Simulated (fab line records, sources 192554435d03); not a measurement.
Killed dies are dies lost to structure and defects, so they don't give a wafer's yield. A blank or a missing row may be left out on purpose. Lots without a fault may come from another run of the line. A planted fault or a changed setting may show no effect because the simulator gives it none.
One fault seen from 2 desks | flow n5_finfet | each desk has only its own numbers; what lay behind them comes last

THE TOOL OWNER'S DESK: rie_diel-05
The tool's own readings at N5_BEOL_M9_ETCH_76 (etches underlayer in N2/H2, target depth 6.5 nm, time 5.2 s): means of the sampled wafers that have a number, for each lot that ran on this tool. A lot is out of limits, marked OUT, if its mean lies more than 4 standard deviations from the usual mean; the brackets give that distance.
Columns: A = chamber_pressure_mTorr at N5_BEOL_M9_ETCH_76, usual 30.01 mTorr; B = drypump_motor_current_A at N5_BEOL_M9_ETCH_76, usual 5.8 A; C = etch_rf_on_time_s at N5_BEOL_M9_ETCH_76, usual 5.22 s; D = oes_product_au at N5_BEOL_M9_ETCH_76, usual 0.67 a.u.; E = rf_vpp_V at N5_BEOL_M9_ETCH_76, usual 524.5 V; F = showerhead_plenum_p_Torr at N5_BEOL_M9_ETCH_76, usual 2.56 Torr; G = throttle_valve_pct at N5_BEOL_M9_ETCH_76, usual 17.82 %
lot  | first seen here | A     | B   | C               | D    | E     | F    | G
L289 | day 10 18:29    | 30.00 | 5.6 | 5.32            | 0.62 | 521.9 | 2.50 | 18.11
L290 | day 11 12:19    | 30.02 | 5.7 | 5.19            | 0.68 | 522.2 | 2.48 | 17.77
L292 | day 11 12:44    | 29.99 | 6.0 | 5.27            | 0.59 | 522.5 | 2.48 | 17.74
L296 | day 11 16:10    | 30.02 | 5.7 | 5.34            | 0.61 | 524.4 | 2.56 | 18.10
L305 | day 14 15:07    | 29.95 | 5.8 | 3.62 (-15) OUT  | 0.97 | 526.0 | 2.66 | 17.48
L306 | day 14 21:49    | 30.02 | 5.6 | 4.34 (-8.0) OUT | 0.85 | 525.8 | 2.59 | 17.71
This desk's finding: out of limits on L305, L306; first on L305, day 14 15:07 (etch_rf_on_time_s at N5_BEOL_M9_ETCH_76). In limits: L289, L290, L292, L296.

THE METROLOGY DESK
What the gauges read, lot by lot, whatever tool the lot ran on: means of the sampled wafers that have a number. A lot is out of limits, marked OUT, if its mean lies more than 4 standard deviations from the usual mean; the brackets give that distance.
Columns: A = M9_OVL at N5_BEOL_M9_OVL_MEAS_12, usual -0.1 nm; B = cd_nm at N5_BEOL_M9_CD_MEAS_18, usual 69.9 nm
lot  | first seen here | A    | B
L287 | day 9 12:33     | -1.2 | 70.5
L289 | day 10 14:32    | -0.7 | 70.3
L291 | day 11 08:44    | -0.4 | 69.0
L290 | day 11 09:02    | -0.9 | 70.0
L292 | day 11 09:14    | 0.9  | 69.6
L296 | day 11 12:59    | 0.9  | 70.0
L294 | day 11 21:04    | 0.8  | 70.0
L297 | day 12 16:26    | 0.1  | 70.0
L301 | day 13 10:50    | -0.7 | 69.6
L305 | day 14 10:51    | -0.8 | 69.7
L306 | day 14 18:23    | -0.7 | 70.5
This desk's finding: nothing out of limits on any of the 11 lots.

PUT TOGETHER
The tool owner's desk could have raised an alarm at day 14 15:07, on L305, L306.
The metrology desk saw nothing out of limits.
The metrology desk has L305, L306 on record, within its limits.
Of the lots named, all ran N5_BEOL_M9_ETCH_76 on rie_diel-05.

WHAT THE SIMULATOR HAD PUT IN
Process parameter drift: rie_diel-05, from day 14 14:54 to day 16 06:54, at N5_BEOL_M9_ETCH_76. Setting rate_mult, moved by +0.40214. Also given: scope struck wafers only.
Lots struck among those shown: L305, L306.
Hours from the fault's start to each desk's first reading out of limits: the tool owner's desk, 0.
